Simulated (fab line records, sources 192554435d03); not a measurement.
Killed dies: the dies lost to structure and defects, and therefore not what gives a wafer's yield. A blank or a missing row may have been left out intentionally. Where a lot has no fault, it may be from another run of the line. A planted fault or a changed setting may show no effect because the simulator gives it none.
Which tool did it? -- flow n5 finfet -- Sampling: 22 lots, 66 wafers, 2 of 1938 route steps

WHAT EACH GAUGE READ, for each wafer
N5_BEOL_M2_INSPECT_30: inspects for defects (brightfield). Usual: raw defect count 423, standard deviation 100.
lot,measured,on,raw defect count,flag
L074,day 6 17:04,defect inspect-01,397 521 481,
L075,day 6 22:05,defect inspect-01,480 460 591,
L076,day 7 05:08,defect inspect-02,486 426 338,
L077,day 7 11:37,defect inspect-01,318 460 368,
L078,day 7 16:50,defect inspect-01,354 472 503,
L080,day 8 03:34,defect inspect-01,323 439 376,
L079,day 8 04:25,defect inspect-02,461 460 410,
L081,day 8 12:25,defect inspect-01,508 382 441,
L083,day 8 16:44,defect inspect-02,624 659 706,
L082,day 8 17:19,defect inspect-02,628 391 429,
L084,day 9 04:43,defect inspect-01,284 252 274,
L085,day 9 09:21,defect inspect-01,406 504 413,
L086,day 9 13:58,defect inspect-01,369 393 406,
L087,day 9 17:14,defect inspect-02,379 301 440,
L089,day 10 09:46,defect inspect-01,371 344 335,
L090,day 10 13:49,defect inspect-01,294 276 399,
L092,day 11 07:03,defect inspect-01,472 420 526,
L093,day 11 22:10,defect inspect-02,575 416 398,
L094,day 12 01:14,defect inspect-02,469 453 469,
L095,day 12 01:32,defect inspect-01,345 521 368,
L096,day 12 02:12,defect inspect-01,307 292 252,
L097,day 12 10:32,defect inspect-02,520 472 344,

WHAT TOOL EACH LOT RAN ON (gives the tool, then ch and the chambers of the sampled wafers, and finally the start)
lot,N5_BEOL_M2_ETCH_63
L074,"rie diel-04 ch 0,1,2, day 6 16:14"
L075,"rie diel-04 ch 0,2,3, day 6 21:01"
L076,"rie diel-03 ch 0,3, day 7 04:20"
L077,"rie diel-03 ch 0,1,2, day 7 10:50"
L078,"rie diel-06 ch 2,3, day 7 16:03"
L080,"rie diel-06 ch 0,2,3, day 8 02:39"
L079,"rie diel-04 ch 1,2,3, day 8 03:37"
L081,"rie diel-04 ch 0,2,3, day 8 11:32"
L083,"rie diel-04 ch 0,1, day 8 15:56"
L082,"rie diel-03 ch 0,1, day 8 16:20"
L084,"rie diel-06 ch 0,1, day 9 03:47"
L085,"rie diel-04 ch 0,1,2, day 9 08:34"
L086,"rie diel-04 ch 1,2,3, day 9 12:50"
L087,"rie diel-04 ch 0,1,3, day 9 16:27"
L089,"rie diel-03 ch 0,2,3, day 10 08:57"
L090,"rie diel-06 ch 0,2,3, day 10 12:51"
L092,"rie diel-03 ch 2,3, day 11 06:08"
L093,"rie diel-03 ch 0,3, day 11 21:23"
L094,"rie diel-04 ch 1,2, day 12 00:22"
L095,"rie diel-04 ch 0,1, day 12 00:40"
L096,"rie diel-03 ch 0,2, day 12 01:17"
L097,"rie diel-04 ch 0,1,3, day 12 09:44"
- N5_BEOL_M2_ETCH_63: etches SiARC in CF4, target depth 15.6 nm, time 26 s.

AS READ BY THE TOOLS THEMSELVES (means over the sampled wafers that have a number; for cases with no such wafer, the mark the record gives instead)
N5_BEOL_M2_ETCH_63. Usual: chamber pressure mTorr is 39.99 mTorr with standard deviation 0.094, drypump motor current A is 5.7 A with standard deviation 0.58, etch rf on time s is 25.7 s with standard deviation 0.61, oes product au is 0.70 a.u. with standard deviation 0.072, rf vpp V is 183.6 V with standard deviation 1.2, showerhead plenum p Torr is 2.11 Torr with standard deviation 0.059, and throttle valve pct is 15.60 % with standard deviation 0.23.
lot,tool,chamber pressure mTorr (mTorr),drypump motor current A (A),etch rf on time s (s),oes product au (a.u.),rf vpp V (V),showerhead plenum p Torr (Torr),throttle valve pct (%),flag
L074,rie diel-04,40.01,5.8,25.6,0.67,182.6,2.10,15.62,
L075,rie diel-04,39.98,5.7,25.9,0.67,183.6,2.10,15.76,
L076,rie diel-03,39.99,6.0,25.6,0.79,185.7,2.25,15.40,
L077,rie diel-03,40.02,5.5,26.0,0.71,183.1,2.11,15.57,
L078,rie diel-06,40.00,5.8,26.2,0.69,182.9,2.06,15.75,
L080,rie diel-06,40.00,5.7,26.5,0.71,183.7,2.08,15.66,
L079,rie diel-04,40.00,5.8,25.3,0.69,184.3,2.11,15.69,
L081,rie diel-04,40.01,5.6,25.9,0.65,183.8,2.09,15.78,
L083,rie diel-04,39.99,5.9,25.1,0.70,182.7,2.08,15.47,
L082,rie diel-03,40.00,6.0,26.0,0.64,184.1,2.08,15.83,
L084,rie diel-06,40.00,5.1,26.2,0.70,183.2,2.09,15.63,
L085,rie diel-04,39.99,5.8,25.5,0.65,183.8,2.09,15.65,
L086,rie diel-04,39.99,5.8,25.5,0.68,182.6,2.10,15.71,
L087,rie diel-04,40.00,5.7,25.4,0.69,183.3,2.08,15.61,
L089,rie diel-03,40.02,5.4,25.6,0.74,184.0,2.18,15.41,
L090,rie diel-06,40.01,5.8,26.6,0.69,182.7,2.07,15.68,
L092,rie diel-03,39.99,5.9,25.7,0.73,185.2,2.20,15.30,
L093,rie diel-03,39.99,5.5,25.8,0.72,185.2,2.20,15.62,
L094,rie diel-04,39.97,6.0,24.9,0.76,183.3,2.09,15.44,
L095,rie diel-04,39.98,5.9,25.3,0.68,183.8,2.07,15.52,
L096,rie diel-03,40.02,4.9,25.9,0.71,183.9,2.14,15.59,
L097,rie diel-04,40.00,5.8,25.7,0.67,183.5,2.07,15.66,

THE ANSWER, worked out from the rows above alone
Rule: a lot counts as off when the mean over its wafers that have a number is more than 3 standard deviations away from the usual mean. Also off: a lot with no number at a reading for which 4 or more lots have one. All remaining lots with rows at the step are treated as sound. The gauges are gone through in route order, then the tools' own readings, and for those a lot's mean is taken as printed above. The first step at which some lot is off is used, and at that step the reading that is off furthest; a lot without a number counts as furthest.
No lot is off at any reading shown: from this, nothing can be told.

WHAT WAS PUT IN BY THE SIMULATOR
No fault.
